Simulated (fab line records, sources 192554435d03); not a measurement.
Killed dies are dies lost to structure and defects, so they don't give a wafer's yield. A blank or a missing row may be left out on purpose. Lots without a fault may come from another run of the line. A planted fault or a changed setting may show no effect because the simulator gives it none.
One fault seen from 2 desks | flow n5_finfet | each desk has only its own numbers; what lay behind them comes last

THE METROLOGY DESK
What the gauges read, lot by lot, whatever tool the lot ran on: means of the sampled wafers that have a number. A lot is out of limits, marked OUT, if its mean lies more than 4 standard deviations from the usual mean; the brackets give that distance. Of its 11 readings 7 are shown: those that lie furthest out on some lot.
Columns: A = DIBL_N at N5_BEOL_M4_RC_MEAS_101, usual 36.9 mV/V; B = DIBL_P at N5_BEOL_M4_RC_MEAS_101, usual 37.3 mV/V; C = IOFF_N at N5_BEOL_M4_RC_MEAS_101, usual 0.16 nA/um; D = IOFF_P at N5_BEOL_M4_RC_MEAS_101, usual 0.22 nA/um; E = SS_N at N5_BEOL_M4_RC_MEAS_101, usual 71.6 mV/dec; F = VT_N at N5_BEOL_M4_RC_MEAS_101, usual 250 mV; G = VT_P at N5_BEOL_M4_RC_MEAS_101, usual -250 mV
lot  | first seen here | A    | B    | C    | D    | E    | F   | G
L984 | day 2 05:00     | 38.2 | 40.3 | 0.22 | 0.29 | 72.3 | 247 | -246
L990 | day 3 14:32     | 36.6 | 38.4 | 0.17 | 0.25 | 71.7 | 248 | -250
L992 | day 4 02:24     | 36.5 | 36.3 | 0.14 | 0.19 | 72.0 | 254 | -251
L996 | day 5 06:42     | 37.1 | 36.9 | 0.16 | 0.26 | 71.4 | 251 | -245
L997 | day 5 11:47     | 38.2 | 38.2 | 0.19 | 0.25 | 71.8 | 245 | -248
L998 | day 5 18:45     | 37.7 | 37.1 | 0.17 | 0.24 | 71.7 | 249 | -249
L100 | day 6 03:22     | 35.5 | 35.8 | 0.15 | 0.20 | 71.8 | 251 | -251
L104 | day 7 02:43     | 34.8 | 34.7 | 0.14 | 0.18 | 70.7 | 252 | -255
L105 | day 7 11:14     | 36.5 | 38.0 | 0.15 | 0.22 | 71.6 | 252 | -250
This desk's finding: nothing out of limits on any of the 9 lots.

THE DEFECT DESK
What the inspections along the route counted, lot by lot: means of the sampled wafers that have a number. A lot is out of limits, marked OUT, if its mean lies more than 4 standard deviations from the usual mean; the brackets give that distance.
Columns: A = raw_defect_count at N5_FIN_SAQP_INSPECT_40, usual 225; B = raw_defect_count at N5_FIN_CUT_INSPECT_10, usual 41
lot  | first seen here | A              | B
L984 | day 2 04:40     | 287            | 48
L990 | day 3 14:04     | 169            | 32
L992 | day 4 02:03     | 122            | 27
L996 | day 5 06:22     | 205            | 35
L997 | day 5 11:20     | 257            | 50
L998 | day 5 18:17     | 240            | 37
L100 | day 6 03:02     | 254            | 49
L104 | day 7 02:22     | 530 (+4.8) OUT | 324 (+28) OUT
L105 | day 7 10:54     | 475            | 332 (+29) OUT
This desk's finding: out of limits on L104, L105; first on L104, day 7 02:22 (raw_defect_count at N5_FIN_SAQP_INSPECT_40). In limits: L984, L990, L992, L996, L997, L998, L100.

PUT TOGETHER
The defect desk could have raised an alarm at day 7 02:22, on L104, L105.
The metrology desk saw nothing out of limits.
The metrology desk has L104, L105 on record, within its limits.
Of the lots named, all ran N5_FIN_SAQP_STRIP_23 on wet_bench-03.

WHAT THE SIMULATOR HAD PUT IN
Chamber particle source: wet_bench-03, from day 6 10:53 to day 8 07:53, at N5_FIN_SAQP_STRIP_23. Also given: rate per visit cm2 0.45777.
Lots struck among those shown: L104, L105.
Hours from the fault's start to each desk's first reading out of limits: the defect desk, 15.
